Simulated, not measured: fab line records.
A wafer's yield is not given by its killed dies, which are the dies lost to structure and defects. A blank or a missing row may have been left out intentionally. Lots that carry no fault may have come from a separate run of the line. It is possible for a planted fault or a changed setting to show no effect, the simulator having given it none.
fab line records -- flow nand-harc
record lots=14, wafers=40, last-day=33
route steps=1302 shown A_CHANNEL_FILL_D1@500 A_ONON_D2@551 A_CHANNEL_HOLE_D2@571 END@1302
lots untouched by any fault: they come from a run of this same line in which no faults occurred
start-h: start of the lot's first displayed wafer, in hours after the record's first day -- wait-h: hours elapsed since this lot's preceding step -- " the same as in the row above -- L1.1+2: one row covering several wafers at once -- - no value, or no start given -- * or withheld: withheld -- < > ~ a bound
route shown NAME@n: names a module that has steps shown in the file, with the first one's number in the route -- usual: the fault-free wafers' mean and standard deviation -- same: alike in all rows -- chamber/n: place in a boat -- sites: readings site by site -- _std_site: the values' standard deviation -- _edge_site: outer sites' mean less inner sites' -- radius-mm: for every site, how far away it sits from the centre of the wafer -- mask NAME#n: copy n -- behind: the last tool/chamber to shape the wafer -- hold: why the lot was held/for how many hours/how that ended -- device: the transistor (n, p or np) that didn't switch -- end of line: tests of these same wafers at the route's end -- a step given without rows: its recipe and nothing more -- killed: dies lost to structure and defects at the first sort, not the wafer's yield -- map: shows each die of a wafer: x if killed, . if not, _ if none is there
set.NAME: the setting that was run; set.NAME@STEP: the one run at that earlier step -- model.NAME: the simulator's own value behind a step, which no gauge read
the route's steps for a sample of lots (tables are steps, rows are wafers)
services: a tool's chamber out of use, with start hour (start-h, from the record's first day; less than 0 if before it), hours out, and reason
## steps
# step NHARC_A_CHANNEL_FILL_D1_ETCHBACK_20
# recipe target-depth-a=270, time-s=13.5, c4f8-flow-sccm=withheld, o2-flow-sccm=8, ar-flow-sccm=withheld, rf-w=600, bias-w=1500, chemistry=C4F8/O2/Ar
# usual oes-product-au=0.97/0.033, rf-vpp-V=981/5.4
# same time-s=13.5
lot.wafer,tool,chamber,start-h,wait-h,oes-product-au,rf-hours-counter-h,rf-vpp-V
L336.2,rie-diel-11,3,229.81,-,0.99,7,972
L336.3,rie-diel-11,0,229.81,-,1.01,8,985
L336.6,rie-diel-11,2,229.81,-,0.99,-,982
L337.4,rie-diel-04,2,241.51,-,0.97,3,973
L337.2,rie-diel-04,0,241.51,-,0.97,2,976
L337.6,rie-diel-04,2,241.51,-,0.97,-,974
L339.4,rie-diel-01,2,246.47,-,1.00,2,988
L339.1,rie-diel-01,1,246.47,-,1.00,2,986
L339.5,rie-diel-01,3,246.47,-,1.00,-,984
L338.1,rie-diel-04,3,250.27,-,1.00,4,983
L338.5,rie-diel-04,2,250.27,-,1.00,-,974
L338.6,rie-diel-04,3,250.27,-,0.99,-,981
L340.3,rie-diel-11,1,265.15,-,0.99,0,978
L340.1,rie-diel-11,0,265.15,-,1.01,0,985
L340.6,rie-diel-11,1,265.15,-,1.00,-,979
L343.2,rie-diel-11,3,282.42,-,1.00,2,970
L343.1,rie-diel-11,1,282.42,-,1.00,2,977
L343.3,rie-diel-11,2,282.42,-,0.99,2,983
L342.3,rie-diel-11,0,289.48,-,0.93,2,984
L342.1,rie-diel-11,2,289.48,-,0.92,2,983
L342.4,rie-diel-11,3,289.48,-,0.93,-,973
L344.3,rie-diel-11,2,300.49,-,0.98,3,982
L344.5,rie-diel-11,2,300.49,-,0.99,-,984
L344.4,rie-diel-11,3,300.49,-,1.00,-,973
L352.1,rie-diel-11,2,380.75,-,0.93,8,983
L353.4,rie-diel-04,3,391.00,-,0.97,2,981
L353.1,rie-diel-04,0,391.00,-,0.94,2,975
L353.2,rie-diel-04,1,391.00,-,0.95,2,988
L355.3,rie-diel-04,0,419.82,-,1.00,3,976
L355.6,rie-diel-04,3,419.82,-,1.00,-,981
L355.5,rie-diel-04,0,419.82,-,1.00,-,973
L356.1,rie-diel-11,2,424.61,-,0.99,10,982
L356.3,rie-diel-11,3,424.61,-,1.00,11,971
L356.4,rie-diel-11,1,424.61,-,1.00,-,978
L357.4,rie-diel-11,1,428.53,-,0.92,8,977
L357.6,rie-diel-11,2,428.53,-,0.92,-,983
L357.5,rie-diel-11,3,428.53,-,0.93,-,972
L358.4,rie-diel-01,3,449.00,-,0.97,2,986
L358.1,rie-diel-01,1,449.00,-,0.97,3,987
L358.6,rie-diel-01,0,449.00,-,0.99,-,984
# step NHARC_A_ONON_D2_DEP_09
# recipe target-thk-a=10000, n2-flow-sccm=2750, n2o-flow-sccm=2000, nh3-flow-sccm=500, sih4-flow-sccm=210, temp-c=400
lot.wafer,tool,chamber,start-h,wait-h
L336.2+3+6,pecvd-onon-01,0,289.61,0.1
L339.1+4+5,pecvd-onon-03,0,304.49,0.1
L337.2+4+6,pecvd-onon-01,0,304.54,0.1
L338.1+5+6,pecvd-onon-03,0,311.73,0.1
L340.1+3+6,pecvd-onon-03,0,321.89,0.1
L343.1+2+3,pecvd-onon-01,0,345.89,0.1
L342.1+3+4,pecvd-onon-03,0,351.03,0.1
L344.3+4+5,pecvd-onon-03,0,364.11,0.2
L353.1+2+4,pecvd-onon-03,0,450.92,0.1
L352.1,pecvd-onon-03,0,452.24,0.1
L355.3+5+6,pecvd-onon-01,0,477.92,0.2
L356.1+3+4,pecvd-onon-04,0,489.91,0.1
L357.4+5+6,pecvd-onon-01,0,490.10,0.2
L358.1+4+6,pecvd-onon-01,0,510.79,0.1
# step NHARC_A_ONON_D2_THK_MEAS_11
# recipe thk-meas-gauge=ellipsometry
# usual thk-nm=996/11
lot.wafer,tool,chamber,start-h,wait-h,hold,thk-nm
L336.2,film-metro-01,-,290.06,-,-,999
L336.3,film-metro-01,-,290.06,-,-,999
L336.6,film-metro-01,-,290.06,-,-,1000
L337.2,film-metro-01,-,304.99,-,-,989
L337.4,film-metro-01,-,304.99,-,-,990
L337.6,film-metro-01,-,304.99,-,-,988
L339.1,film-metro-02,-,305.00,-,-,989
L339.4,film-metro-02,-,305.00,-,-,990
L339.5,film-metro-02,-,305.00,-,-,989
L338.1,film-metro-02,-,312.24,-,-,988
L338.5,film-metro-02,-,312.24,-,-,985
L338.6,film-metro-02,-,312.24,-,-,986
L340.1,film-metro-02,-,322.40,-,-,1014
L340.3,film-metro-02,-,322.40,-,-,1013
L340.6,film-metro-02,-,322.40,-,-,1013
L343.1,film-metro-02,-,346.40,-,-,986
L343.2,film-metro-02,-,346.40,-,-,985
L343.3,film-metro-02,-,346.40,-,-,985
L342.1,film-metro-01,-,351.54,-,-,989
L342.3,film-metro-01,-,351.54,-,-,991
L342.4,film-metro-01,-,351.54,-,-,991
L344.3,film-metro-01,-,364.51,-,-,1003
L344.4,film-metro-01,-,364.51,-,-,1003
L344.5,film-metro-01,-,364.51,-,-,1007
L353.1,film-metro-02,-,451.43,-,await-dispo/0.2h/release,554
L353.2,film-metro-02,-,451.43,-,await-dispo/0.2h/release,1001
L353.4,film-metro-02,-,451.43,-,await-dispo/0.2h/release,1000
L353.1,film-metro-02,-,451.61,0.2,-,552
L353.2,film-metro-02,-,451.61,0.2,-,1002
L353.4,film-metro-02,-,451.61,0.2,-,1001
L352.1,film-metro-01,-,452.75,-,await-dispo/0.2h/release,548
L352.1,film-metro-01,-,452.92,0.2,-,550
L355.3,film-metro-01,-,478.31,-,-,992
L355.5,film-metro-01,-,478.31,-,-,994
L355.6,film-metro-01,-,478.31,-,-,993
L356.1,film-metro-01,-,490.41,-,-,1006
L356.3,film-metro-01,-,490.41,-,-,1010
L356.4,film-metro-01,-,490.41,-,-,1008
L357.4,film-metro-02,-,490.44,-,-,992
L357.5,film-metro-02,-,490.44,-,-,993
L357.6,film-metro-02,-,490.44,-,-,994
L358.1,film-metro-02,-,511.30,-,-,978
L358.4,film-metro-02,-,511.30,-,-,979
L358.6,film-metro-02,-,511.30,-,-,977
# step NHARC_A_CHANNEL_HOLE_D2_DEP_01
# recipe target-thk-a=1400, target-thk-nm=140, temp-c=400, pressure-torr=3.5, flow-sccm=200, rf-w=350, material=SiON
# usual chamber-pressure-Torr=3.499/0.0083, heater-power-w=754/81, showerhead-vpp-V=1161/39
lot.wafer,tool,chamber,start-h,wait-h,chamber-pressure-Torr,heater-power-w,showerhead-vpp-V
L336.2,pecvd-02,2,302.84,1.3,3.499,732,1160
L336.3,pecvd-02,1,302.84,1.3,3.510,776,1234
L336.6,pecvd-02,2,302.84,1.3,3.502,757,1178
L339.1,pecvd-04,2,318.57,1.6,3.498,929,1155
L339.4,pecvd-04,1,318.57,1.6,3.499,676,1144
L339.5,pecvd-04,2,318.57,1.6,3.506,950,1145
L337.2,pecvd-04,1,318.72,1.3,3.492,761,1128
L337.4,pecvd-04,1,318.72,1.3,3.495,761,1146
L337.6,pecvd-04,0,318.72,1.3,3.498,804,1088
L338.1,pecvd-04,2,329.37,1.6,3.492,867,1161
L338.5,pecvd-04,1,329.37,1.6,3.501,817,1141
L338.6,pecvd-04,2,329.37,1.6,3.509,875,1158
L340.1,pecvd-04,0,336.26,1.6,3.500,715,1114
L340.3,pecvd-04,1,336.26,1.6,3.510,838,1144
L340.6,pecvd-04,1,336.26,1.6,3.507,813,1143
L343.3,pecvd-04,1,359.91,1.0,3.510,834,1157
L343.1,pecvd-04,2,359.91,1.0,3.492,808,1146
L343.2,pecvd-04,0,359.91,1.0,3.492,694,1098
L342.3,pecvd-04,0,364.27,1.0,3.510,780,1097
L342.1,pecvd-04,1,364.27,1.0,3.493,704,1143
L342.4,pecvd-04,1,364.27,1.0,3.495,690,1147
L344.3,pecvd-04,1,377.56,1.0,3.498,810,1152
L344.5,pecvd-04,0,377.56,1.0,3.511,633,1107
L344.4,pecvd-04,2,377.56,1.0,3.521,859,1158
L353.2,pecvd-01,1,464.62,1.4,3.496,726,1194
L353.4,pecvd-01,1,464.62,1.4,3.512,750,1223
L355.3,pecvd-04,2,497.56,1.1,3.486,696,1148
L355.6,pecvd-04,2,497.56,1.1,3.504,704,1153
L355.5,pecvd-04,1,497.56,1.1,3.509,808,1158
L356.1,pecvd-02,2,503.39,1.6,3.502,792,1170
L356.3,pecvd-02,0,503.39,1.6,3.495,710,1207
L356.4,pecvd-02,1,503.39,1.6,3.503,745,1244
L357.4,pecvd-04,1,503.47,0.8,3.505,750,1147
L357.6,pecvd-04,2,503.47,0.8,3.476,762,1154
L357.5,pecvd-04,1,503.47,0.8,3.505,746,1151
L358.1,pecvd-04,0,525.09,1.7,3.494,834,1115
L358.6,pecvd-04,1,525.09,1.7,3.511,853,1130
L358.4,pecvd-04,2,525.09,1.7,3.497,745,1143
# step NHARC_END_SORT_01
# recipe temp-c=25
# usual killed-at-array=54/16, killed-at-other=0.6/0.86, killed-at-periphery=3.8/2.6, killed-dies=58/16, killed-open=3.3/1.8, killed-short=2.7/1.7
# same gross-dies=677
lot.wafer,tool,chamber,start-h,wait-h,hold,killed-at-array,killed-at-other,killed-at-periphery,killed-dies,killed-open,killed-short
L336.2,prober-02,0,571.99,2.8,-,82,0,4,86,4,2
L336.3,prober-02,0,572.80,3.1,-,60,1,1,62,2,1
L336.6,prober-02,0,575.21,4.0,-,52,1,4,57,4,4
L339.1,prober-01,0,590.53,2.5,-,58,1,4,63,4,3
L339.4,prober-01,0,592.96,3.4,-,56,0,3,59,3,0
L339.5,prober-01,0,593.77,3.7,-,65,0,5,70,6,3
L337.2,prober-02,0,591.30,2.8,-,30,0,3,33,5,2
L337.4,prober-02,0,592.88,3.4,-,24,0,6,30,6,3
L337.6,prober-02,0,594.45,3.9,-,30,3,3,36,3,4
L340.1,prober-01,0,602.42,2.5,-,74,0,6,80,7,5
L340.3,prober-01,0,604.01,3.1,-,82,0,2,84,6,6
L340.6,prober-01,0,606.41,4.0,-,72,0,2,74,1,4
L338.1,prober-02,0,612.52,2.5,-,49,0,4,53,3,3
L338.5,prober-02,0,615.71,3.7,-,51,2,4,57,5,4
L338.6,prober-02,0,616.50,4.0,-,45,1,6,52,2,3
L343.1,prober-01,0,627.59,2.5,-,71,0,0,71,4,1
L343.2,prober-01,0,628.37,2.8,-,63,0,0,63,1,1
L343.3,prober-01,0,629.16,3.1,-,62,0,0,62,2,2
L342.1,prober-02,0,627.61,2.5,-,80,2,1,83,2,2
L342.3,prober-02,0,629.23,3.1,-,83,0,4,87,7,5
L342.4,prober-02,0,630.04,3.4,-,64,1,1,66,1,1
L344.3,prober-01,0,651.92,3.1,-,49,2,2,53,4,2
L344.4,prober-01,0,652.72,3.4,-,56,0,5,61,3,5
L344.5,prober-01,0,653.51,3.7,-,45,0,1,46,4,3
L353.1,prober-02,0,741.11,2.5,await-dispo/5.2h/release,666,0,11,677,5,2
L353.2,prober-02,0,741.92,2.8,await-dispo/5.2h/release,48,1,6,55,4,4
L353.4,prober-02,0,743.55,3.4,await-dispo/5.2h/release,43,0,13,56,1,4
L352.1,prober-01,0,754.70,2.5,await-dispo/3.6h/release,673,1,3,677,6,3
L355.3,prober-02,0,774.81,3.1,-,53,2,5,60,2,1
L355.5,prober-02,0,776.43,3.7,-,54,0,3,57,4,1
L355.6,prober-02,0,777.23,4.0,-,62,1,3,66,5,3
L357.4,prober-01,0,775.58,3.4,-,37,2,4,43,4,3
L357.5,prober-01,0,776.37,3.7,-,33,1,0,34,4,4
L357.6,prober-01,0,777.17,4.0,-,34,3,2,39,3,3
L356.1,prober-01,0,780.98,2.5,-,52,1,2,55,4,2
L356.3,prober-01,0,782.58,3.1,-,47,1,4,52,2,1
L356.4,prober-01,0,783.39,3.4,-,58,2,4,64,2,2
L358.1,prober-02,0,787.58,2.5,-,39,0,4,43,2,1
L358.4,prober-02,0,790.03,3.4,-,49,0,3,52,4,3
L358.6,prober-02,0,791.67,4.1,-,39,0,6,45,5,1
# killed by level:class
L336.2 A_CHANNEL_HOLE_D1:chamber-film-flake=34 A_CHANNEL_HOLE_D2:chamber-film-flake=34 A_CONTACT:chamber-film-flake=4 A_CONTACT:unspecified=2 P_M0:geometric-particle:open=1 A_ONON_D1:geometric-particle:open=1 A_ONON_D2:geometric-particle:open=1 A_CHANNEL_HOLE_D2:geometric-particle:open=1
L336.3 A_CHANNEL_HOLE_D2:chamber-film-flake=25 A_CHANNEL_HOLE_D1:chamber-film-flake=18 A_CONTACT:chamber-film-flake=8 A_STAIRCASE:chamber-film-flake=2 A_CONTACT:unspecified=2 A_ONON_D1:geometric-particle:short=1 A_CONTACT:geometric-particle:open=1 STARTING-WAFER:geometric-particle:open=1
L336.6 A_CHANNEL_HOLE_D1:chamber-film-flake=18 A_CHANNEL_HOLE_D2:chamber-film-flake=16 A_STAIRCASE:chamber-film-flake=3 A_CONTACT:chamber-film-flake=3 A_ONON_D1:geometric-particle:short=2 A_WL_FILL:geometric-particle:short=2 P_GATE:chamber-film-flake=2 A_SGD_CUT:chamber-film-flake=2
L339.1 A_CHANNEL_HOLE_D2:chamber-film-flake=24 A_CHANNEL_HOLE_D1:chamber-film-flake=23 P_STI:chamber-film-flake=2 A_STAIRCASE:chamber-film-flake=2 P_GATE:geometric-particle:open=1 A_DECK1_JOINT:geometric-particle:open=1 A_ONON_D2:geometric-particle:short=1 A_CHANNEL_FILL_D2:geometric-particle:short=1
L337.2 A_CHANNEL_HOLE_D2:chamber-film-flake=9 A_CONTACT:chamber-film-flake=8 P_ZERO_WELL:chamber-film-flake=2 A_CHANNEL_HOLE_D1:chamber-film-flake=2 A_DECK1_JOINT:chamber-film-flake=2 A_STAIRCASE:chamber-film-flake=2 P_CONTACT:geometric-particle:short=1 A_ONON_D1:geometric-particle:open=1
L337.4 A_DECK1_JOINT:chamber-film-flake=4 A_CONTACT:chamber-film-flake=4 A_CHANNEL_HOLE_D1:chamber-film-flake=3 A_CHANNEL_HOLE_D2:chamber-film-flake=3 P_M2:geometric-particle:open=2 P_GATE:chamber-film-flake=2 A_WL_FILL:geometric-particle:open=2 A_STAIRCASE:chamber-film-flake=2
L339.4 A_CHANNEL_HOLE_D2:chamber-film-flake=26 A_CHANNEL_HOLE_D1:chamber-film-flake=23 A_CONTACT:chamber-film-flake=3 P_STI:chamber-film-flake=2 A_STAIRCASE:chamber-film-flake=2 P_STI:geometric-particle:open=1 A_DECK1_JOINT:geometric-particle:open=1 A_M1:geometric-particle:open=1
L339.5 A_CHANNEL_HOLE_D1:chamber-film-flake=28 A_CHANNEL_HOLE_D2:chamber-film-flake=23 P_STI:chamber-film-flake=3 A_CONTACT:chamber-film-flake=3 A_CHANNEL_FILL_D1:geometric-particle:open=2 P_M0:geometric-particle:open=1 P_M1:geometric-particle:open=1 A_CHANNEL_HOLE_D1:geometric-particle:short=1
L337.6 A_CHANNEL_HOLE_D2:chamber-film-flake=7 A_CONTACT:chamber-film-flake=6 A_STAIRCASE:chamber-film-flake=5 A_CHANNEL_HOLE_D1:chamber-film-flake=3 A_DECK1_JOINT:chamber-film-flake=3 THIN_TSV:chamber-film-flake=2 A_SOURCE_PLATE:geometric-particle:short=1 A_ONON_D1:geometric-particle:open=1
L340.1 A_CHANNEL_HOLE_D1:chamber-film-flake=35 A_SLIT:chamber-film-flake=10 A_CHANNEL_HOLE_D2:chamber-film-flake=7 P_M0:chamber-film-flake=6 A_STAIRCASE:chamber-film-flake=4 A_ONON_D1:geometric-particle:short=2 A_ONON_D1:geometric-particle:open=2 A_M0:geometric-particle:open=2
L340.3 A_CHANNEL_HOLE_D1:chamber-film-flake=30 A_SLIT:chamber-film-flake=15 A_CONTACT:chamber-film-flake=11 A_CHANNEL_HOLE_D2:chamber-film-flake=8 A_ONON_D2:geometric-particle:short=2 A_WL_FILL:geometric-particle:open=2 A_M0:geometric-particle:open=2 P_M0:chamber-film-flake=2
L340.6 A_CHANNEL_HOLE_D1:chamber-film-flake=33 A_SLIT:chamber-film-flake=19 A_CHANNEL_HOLE_D2:chamber-film-flake=7 A_STAIRCASE:chamber-film-flake=5 P_M0:chamber-film-flake=2 A_CONTACT:chamber-film-flake=2 A_ONON_D1:geometric-particle:short=1 A_CHANNEL_FILL_D1:geometric-particle:short=1
L338.1 A_CHANNEL_HOLE_D2:chamber-film-flake=32 A_STAIRCASE:chamber-film-flake=5 A_CONTACT:chamber-film-flake=3 A_DECK1_JOINT:geometric-particle:short=2 P_STI:chamber-film-flake=2 P_GATE:geometric-particle:short=1 P_M2:geometric-particle:open=1 A_CHANNEL_FILL_D1:geometric-particle:open=1
L338.5 A_CHANNEL_HOLE_D2:chamber-film-flake=33 A_CHANNEL_HOLE_D1:chamber-film-flake=5 A_SOURCE_PLATE:geometric-particle:short=2 A_M0:geometric-particle:open=2 P_STI:chamber-film-flake=2 A_STAIRCASE:chamber-film-flake=2 A_WL_FILL:chamber-film-flake=2 THIN_TSV:chamber-film-flake=2
L338.6 A_CHANNEL_HOLE_D2:chamber-film-flake=34 P_STI:chamber-film-flake=3 A_CONTACT:chamber-film-flake=3 A_WL_FILL:geometric-particle:short=2 A_M0:chamber-film-flake=2 P_CONTACT:geometric-particle:short=1 A_ONON_D1:geometric-particle:open=1 A_SGD_CUT:geometric-particle:open=1
L343.1 A_CHANNEL_HOLE_D2:chamber-film-flake=40 A_SLIT:chamber-film-flake=17 A_CHANNEL_HOLE_D1:chamber-film-flake=4 A_CONTACT:chamber-film-flake=3 A_ONON_D2:geometric-particle:open=2 A_STAIRCASE:chamber-film-flake=2 A_CHANNEL_FILL_D1:geometric-particle:open=1 A_DECK1_JOINT:geometric-particle:open=1
L342.1 A_CHANNEL_HOLE_D2:chamber-film-flake=36 A_CHANNEL_HOLE_D1:chamber-film-flake=31 A_BLC:chamber-film-flake=2 THIN_TSV:chamber-film-flake=2 A_SLIT:chamber-film-flake=2 A_WL_FILL:chamber-film-flake=2 A_CONTACT:chamber-film-flake=2 A_CHANNEL_FILL_D1:geometric-particle:open=1
L343.2 A_CHANNEL_HOLE_D2:chamber-film-flake=33 A_SLIT:chamber-film-flake=24 A_CONTACT:chamber-film-flake=2 A_ONON_D2:geometric-particle:short=1 A_M0:geometric-particle:open=1 A_CHANNEL_HOLE_D1:chamber-film-flake=1 A_STAIRCASE:chamber-film-flake=1
L343.3 A_CHANNEL_HOLE_D2:chamber-film-flake=33 A_SLIT:chamber-film-flake=15 A_CHANNEL_HOLE_D1:chamber-film-flake=8 A_DECK1_JOINT:geometric-particle:open=1 A_ONON_D2:geometric-particle:short=1 A_ONON_D2:geometric-particle:open=1 A_WL_FILL:geometric-particle:short=1 A_ZERO_WELL:chamber-film-flake=1
L342.3 A_CHANNEL_HOLE_D1:chamber-film-flake=34 A_CHANNEL_HOLE_D2:chamber-film-flake=33 P_M0:geometric-particle:open=2 A_CHANNEL_FILL_D1:geometric-particle:open=2 A_CONTACT:chamber-film-flake=2 P_GATE:geometric-particle:short=1 A_CHANNEL_FILL_D1:geometric-particle:short=1 A_ONON_D2:geometric-particle:short=1
L342.4 A_CHANNEL_HOLE_D2:chamber-film-flake=27 A_CHANNEL_HOLE_D1:chamber-film-flake=22 A_WL_FILL:chamber-film-flake=4 A_STAIRCASE:chamber-film-flake=3 A_BLC:chamber-film-flake=2 A_ONON_D1:geometric-particle:short=1 A_STAIRCASE:geometric-particle:open=1 P_STI:chamber-film-flake=1
L344.3 A_CHANNEL_HOLE_D2:chamber-film-flake=31 A_CHANNEL_HOLE_D1:chamber-film-flake=4 A_CONTACT:chamber-film-flake=4 A_STAIRCASE:chamber-film-flake=3 A_CHANNEL_FILL_D2:chamber-film-flake=2 THIN_TSV:chamber-film-flake=2 P_GATE:geometric-particle:short=1 P_CONTACT:geometric-particle:open=1
L344.4 A_CHANNEL_HOLE_D2:chamber-film-flake=39 A_CONTACT:chamber-film-flake=4 A_CHANNEL_HOLE_D1:chamber-film-flake=3 A_CHANNEL_FILL_D2:chamber-film-flake=3 A_WL_FILL:chamber-film-flake=2 P_GATE:geometric-particle:open=1 P_M0:geometric-particle:short=1 P_M1:geometric-particle:open=1
L344.5 A_CHANNEL_HOLE_D2:chamber-film-flake=28 A_CONTACT:chamber-film-flake=5 A_ONON_D1:geometric-particle:short=3 A_SLIT:chamber-film-flake=3 A_STAIRCASE:chamber-film-flake=2 P_STI:geometric-particle:open=1 A_CHANNEL_FILL_D2:geometric-particle:open=1 A_BLC:geometric-particle:open=1
L353.1 A_ONON_D2:area-dep=618 A_CHANNEL_HOLE_D2:chamber-film-flake=15 A_CHANNEL_HOLE_D1:chamber-film-flake=8 P_CONTACT:chamber-film-flake=5 A_CONTACT:chamber-film-flake=5 A_SLIT:chamber-film-flake=5 A_SGD_CUT:chamber-film-flake=4 P_ZERO_WELL:chamber-film-flake=3
L353.2 A_CHANNEL_HOLE_D2:chamber-film-flake=12 A_CHANNEL_HOLE_D1:chamber-film-flake=11 A_SLIT:chamber-film-flake=5 A_CONTACT:chamber-film-flake=5 P_CONTACT:chamber-film-flake=3 A_WL_FILL:chamber-film-flake=3 A_ONON_D1:geometric-particle:open=2 A_CHANNEL_FILL_D1:chamber-film-flake=2
L353.4 A_CHANNEL_HOLE_D2:chamber-film-flake=13 P_CONTACT:chamber-film-flake=9 A_CHANNEL_HOLE_D1:chamber-film-flake=8 A_SGD_CUT:chamber-film-flake=8 A_SLIT:chamber-film-flake=4 A_CONTACT:chamber-film-flake=3 P_GATE:chamber-film-flake=2 A_STAIRCASE:chamber-film-flake=2
L352.1 A_ONON_D2:area-dep=637 A_CHANNEL_HOLE_D1:chamber-film-flake=12 A_SLIT:chamber-film-flake=8 A_CONTACT:chamber-film-flake=4 A_CHANNEL_FILL_D2:geometric-particle:open=2 A_M0:geometric-particle:open=2 A_STAIRCASE:chamber-film-flake=2 P_M0:geometric-particle:short=1
L355.3 A_CHANNEL_HOLE_D2:chamber-film-flake=19 A_SLIT:chamber-film-flake=15 A_CHANNEL_HOLE_D1:chamber-film-flake=10 P_CONTACT:chamber-film-flake=3 A_CONTACT:chamber-film-flake=3 THIN_TSV:chamber-film-flake=2 A_CHANNEL_FILL_D1:geometric-particle:open=1 A_WL_FILL:geometric-particle:short=1
L357.4 A_CHANNEL_HOLE_D1:chamber-film-flake=12 A_SLIT:chamber-film-flake=8 A_M1:chamber-film-flake=4 A_WL_FILL:geometric-particle:short=3 A_CONTACT:chamber-film-flake=3 A_STAIRCASE:chamber-film-flake=2 A_WL_FILL:chamber-film-flake=2 THIN_TSV:chamber-film-flake=2
L357.5 A_CHANNEL_HOLE_D1:chamber-film-flake=12 A_SLIT:chamber-film-flake=6 A_SGD_CUT:geometric-particle:open=3 A_STAIRCASE:chamber-film-flake=3 A_M1:chamber-film-flake=2 A_ONON_D1:geometric-particle:open=1 A_CHANNEL_HOLE_D2:geometric-particle:short=1 A_SGD_CUT:geometric-particle:short=1
L355.5 A_CHANNEL_HOLE_D2:chamber-film-flake=17 A_SLIT:chamber-film-flake=14 A_CHANNEL_HOLE_D1:chamber-film-flake=6 A_CONTACT:chamber-film-flake=4 A_STAIRCASE:chamber-film-flake=3 A_CHANNEL_FILL_D2:chamber-film-flake=2 A_CHANNEL_FILL_D1:chamber-film-flake=2 P_M2:geometric-particle:open=1
L357.6 A_CHANNEL_HOLE_D1:chamber-film-flake=15 A_SLIT:chamber-film-flake=8 A_CONTACT:chamber-film-flake=4 A_CHANNEL_FILL_D2:geometric-particle:short=2 A_STAIRCASE:chamber-film-flake=2 THIN_TSV:chamber-film-flake=2 P_CONTACT:geometric-particle:open=1 A_CHANNEL_FILL_D1:geometric-particle:open=1
L355.6 A_SLIT:chamber-film-flake=22 A_CHANNEL_HOLE_D2:chamber-film-flake=14 A_CONTACT:chamber-film-flake=8 A_CHANNEL_HOLE_D1:chamber-film-flake=5 A_STAIRCASE:chamber-film-flake=3 A_ONON_D2:geometric-particle:short=2 P_GATE:chamber-film-flake=2 A_CHANNEL_FILL_D2:chamber-film-flake=2
L356.1 A_SLIT:chamber-film-flake=17 A_CHANNEL_HOLE_D2:chamber-film-flake=12 A_CHANNEL_HOLE_D1:chamber-film-flake=10 A_CONTACT:chamber-film-flake=6 A_CHANNEL_FILL_D1:chamber-film-flake=2 P_GATE:geometric-particle:open=1 A_ONON_D1:geometric-particle:open=1 A_DECK1_JOINT:geometric-particle:open=1
L356.3 A_CHANNEL_HOLE_D2:chamber-film-flake=15 A_SLIT:chamber-film-flake=13 A_CONTACT:chamber-film-flake=11 A_CHANNEL_HOLE_D1:chamber-film-flake=4 P_ZERO_WELL:chamber-film-flake=2 A_CHANNEL_FILL_D1:chamber-film-flake=2 P_M0:geometric-particle:open=1 A_ONON_D1:geometric-particle:short=1
L356.4 A_CHANNEL_HOLE_D2:chamber-film-flake=17 A_SLIT:chamber-film-flake=16 A_CONTACT:chamber-film-flake=10 A_CHANNEL_HOLE_D1:chamber-film-flake=9 P_CONTACT:chamber-film-flake=3 A_STAIRCASE:chamber-film-flake=2 THIN_TSV:chamber-film-flake=2 A_ONON_D1:geometric-particle:open=1
L358.1 A_CHANNEL_HOLE_D2:chamber-film-flake=19 A_SLIT:chamber-film-flake=6 A_CONTACT:chamber-film-flake=5 A_STAIRCASE:chamber-film-flake=3 P_M0:chamber-film-flake=2 A_CHANNEL_FILL_D1:chamber-film-flake=2 A_M0:chamber-film-flake=2 P_M0:geometric-particle:open=1
L358.4 A_CHANNEL_HOLE_D2:chamber-film-flake=21 A_SLIT:chamber-film-flake=12 A_STAIRCASE:chamber-film-flake=4 A_CONTACT:chamber-film-flake=2 P_M0:geometric-particle:open=1 A_CHANNEL_HOLE_D1:geometric-particle:open=1 A_CHANNEL_FILL_D1:geometric-particle:short=1 A_CHANNEL_FILL_D1:geometric-particle:open=1
L358.6 A_CHANNEL_HOLE_D2:chamber-film-flake=15 A_STAIRCASE:chamber-film-flake=7 A_CONTACT:chamber-film-flake=5 A_SLIT:chamber-film-flake=4 P_ZERO_WELL:chamber-film-flake=3 P_M0:geometric-particle:open=1 A_SOURCE_PLATE:geometric-particle:open=1 A_CHANNEL_HOLE_D1:geometric-particle:open=1
## services
tool,chamber,start-h,hours,kind
pecvd-onon-03,-,227.20,13.0,pm
rie-diel-11,-,255.56,9.0,pm
pecvd-04,-,269.00,13.0,pm
pecvd-onon-01,-,269.00,13.0,pm
rie-diel-04,-,279.04,0.5,repair
rie-diel-11,1,283.59,54.3,repair
rie-diel-04,2,293.35,1.4,repair
rie-diel-04,2,309.20,31.1,repair
rie-diel-11,0,325.11,5.3,repair
rie-diel-04,3,327.38,4.0,repair
rie-diel-11,-,335.84,0.3,repair
rie-diel-04,-,354.90,9.0,pm
pecvd-onon-01,-,361.73,5.8,repair
pecvd-onon-03,-,408.20,13.0,pm
rie-diel-11,0,424.46,1.5,repair
rie-diel-04,1,426.74,13.9,repair
rie-diel-11,-,432.56,9.0,pm
pecvd-04,-,450.00,13.0,pm
pecvd-onon-01,-,450.00,13.0,pm
rie-diel-11,-,458.83,0.9,repair
pecvd-04,0,495.91,13.2,repair
rie-diel-11,3,514.63,3.9,repair
pecvd-04,2,517.87,4.0,repair
rie-diel-11,1,524.46,4.9,repair
## key
first-sign step=NHARC_A_ONON_D2_THK_MEAS_11, reading=visit, direction=added
effect step=NHARC_A_ONON_D2_THK_MEAS_11, reading=thk-nm, direction=down, sigmas=39, usual=996, struck=551
effect step=NHARC_END_SORT_01, reading=killed-at-array, direction=up, sigmas=38, usual=54, struck=670
more-kills-born-at NHARC_A_ONON_D2_DEP_09@pecvd-onon-03=1255
met-at NHARC_A_ONON_D2_DEP_09
struck-lots L352,L353
struck-wafers L352.1,L353.1
later-rows-left-out L352.1,L353.1
tester-left-out L352,L353
not-acting-at NHARC_A_CHANNEL_FILL_D1_ETCHBACK_20,NHARC_A_CHANNEL_HOLE_D2_DEP_01
onset-between 364.11 450.92
fault kind=process-parameter-drift, tool=pecvd-onon-03, chamber=-, onset-h=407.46, steps=NHARC_A_ONON_D2_DEP_09, channel=target-thk-a, offset=*, shape=step, end-h=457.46, scope=struck-wafers-only, acts-in=*, stated=*
# tester-left-out: of these lots the tester's yield and bins aren't shown, on N5 and GAA mostly nor the transistor test; their killed dies are dies lost to structure and defects alone, not to doping, threshold or leakage, so they don't give the yield
# later-rows-left-out: the simulator's readings of these wafers behind a module that went badly wrong aren't trusted and aren't shown, but for the sort
